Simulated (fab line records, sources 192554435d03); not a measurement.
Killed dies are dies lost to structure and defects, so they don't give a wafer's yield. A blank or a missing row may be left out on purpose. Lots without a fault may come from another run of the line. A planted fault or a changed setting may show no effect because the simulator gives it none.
A struck lot beside a sound one | flow n5_finfet | 36 steps out of a route of 1938
Sound: wafers L296.3, L296.4, L296.5. Struck: wafers L286.1, L286.2, L286.6. The cause comes at the end.
At each step with rows: each side's tool, then ch and its chambers, then its first start. Under that, the readings that differ: sound wafers | struck wafers | difference of the means | sigmas: that difference in standard deviations of wafers without a fault.
alike: readings whose means differ by less than 2 such deviations, and words and numbers that are the same on both sides. not compared: withheld readings, readings that some wafer has no value for, bounds like >300 that may hide the same value, and numbers for which the record gives no deviation and whose values overlap.
The two part at a step that has a row with sigmas, a row that says differs or no value, or rows on one side only. Numbers that don't overlap but have no deviation are shown without sigmas and don't part them. A reading that every wafer of one side lacks parts them only if that side has two wafers or more.

first, 7 steps without rows for these wafers: N5_BEOL_M4_CMP_52 (polishes, stops on SiOC, t overpolish 6.8 s, target thk 40 nm); N5_BEOL_M4_PRE_CLEAN_60 (time 15 s); N5_BEOL_M4_CO_CAP_55 (material Co, precursor CCTBA/H2, target thk 2 nm, time 102.1 s); N5_BEOL_M4_PRE_CLEAN_56 (time 15 s); N5_BEOL_M4_DEP_57 (deposits SiCN from 3MS/NH3, target thk 8 nm, time 14 s); N5_BEOL_M5_ILD_DEP_00 (deposits SiCOH lowk from DEMS/porogen, target thk 140.64 nm, time 25.9 s); N5_BEOL_M5_CURE_79 (cures SiCOH lowk, time 240 s).
N5_BEOL_M5_PECVD_70: deposits SiO2 from TEOS/O2, target thk 16 nm, time 18 s.
  sound on pecvd-01 ch 0,1,2, day 12 00:03; struck on pecvd-01 ch 1,2, day 9 17:09
  alike: heater_power_w, showerhead_plenum_p_Torr, throttle_valve_pct
then, 25 steps without rows for these wafers: N5_BEOL_M5_HM_DEP_02 (deposits TiN, target thk 20 nm); N5_BEOL_M5_COAT_59 (time 60 s, resist thk 60 nm); N5_BEOL_M5_COAT_60 (time 60 s, resist thk 12 nm); N5_BEOL_M5_COAT_71 (time 60 s, resist thk 5 nm); N5_BEOL_M5_COAT_05 (resist thk 30 nm); N5_BEOL_M5_EBR_07; N5_BEOL_M5_SOFTBAKE_06 (time 60 s); N5_BEOL_M5_EXPOSE_08 (exposes mask M5, target cd 28 nm); N5_BEOL_M5_PEB_09 (peb time 60 s); N5_BEOL_M5_DEVELOP_10 (develop time 30 s); N5_BEOL_M5_DESCUM_16 (chemistry O2, time 7 s); N5_BEOL_M5_ETCH_72 (etches underlayer in N2/H2, target depth 6.5 nm, time 5.2 s); N5_BEOL_M5_ETCH_61 (etches SiARC in CF4, target depth 15.6 nm, time 26 s); N5_BEOL_M5_ETCH_62 (etches SOC in N2/H2, target depth 75 nm, overetch 15 nm, time 112.5 s); N5_BEOL_M5_STRIP_63 (strips in N2/H2); N5_BEOL_M5_STRIP_73 (strips in N2/H2); N5_BEOL_M5_STRIP_64 (strips in CF4); N5_BEOL_M5_HM_OPEN_17 (chemistry Cl2/BCl3, target TiN, target depth 20 nm, overetch 6 nm); N5_BEOL_M5_STRIP_19 (strips in O2); N5_BEOL_M5_COAT_65 (time 60 s, resist thk 60 nm); N5_BEOL_M5_COAT_66 (time 60 s, resist thk 12 nm); N5_BEOL_M5_COAT_74 (time 60 s, resist thk 5 nm); N5_BEOL_M5_COAT_22 (resist thk 30 nm); N5_BEOL_M5_EBR_24; N5_BEOL_M5_SOFTBAKE_23 (time 60 s).
N5_BEOL_M5_HM_STRIP_39: strips TiN in peroxide tin strip, target depth 25 nm, time 158 s.
  sound on wet_bench-03 ch 2,5,7, day 12 10:53; struck on wet_bench-01 ch 1,3,4, day 9 21:06
  reading                                    | sound        | struck         | difference | sigmas
  model.SiO2_of_BEOL_M5_PECVD_70.thk_nm (nm) | 16 16.2 16.2 | 31.8 31.8 32.2 | +15.8      |
N5_BEOL_M5_CMP_52: polishes, stops on SiCOH lowk, t overpolish 6.9 s, target thk 62 nm.
  sound on cmp-01 ch 1,2, day 12 18:33; struck on cmp-02 ch 0,1, day 10 03:29
  reading                      | sound             | struck            | difference | sigmas
  barrier_field_endpoint_s (s) | 25.4 25.4 25.4    | 41.2 41.2 41.2    | +15.8      | +25
  overpolish_run_s (s)         | 6.909 6.899 6.897 | 0.050 0.038 0.035 | -6.861     | -99 or more
  alike: clearing_platen_rpm, head_pressure_psi, motor_current_A, time_to_endpoint_s
-- the record jumps here: 4 days lie between the struck wafers' starts before and after (it left off in module BEOL_M5 and takes up again in module PASSIVATION, whose first step shown is number 1936 of the route) --
N5_PASSIVATION_PROBE_49:
  the record has rows for the struck wafers here (prober-01, day 14 01:09) and none for the sound ones

WHERE THEY PART
First at N5_BEOL_M5_CMP_52; last, within this record, at N5_PASSIVATION_PROBE_49.

WHY: what the simulator had put in
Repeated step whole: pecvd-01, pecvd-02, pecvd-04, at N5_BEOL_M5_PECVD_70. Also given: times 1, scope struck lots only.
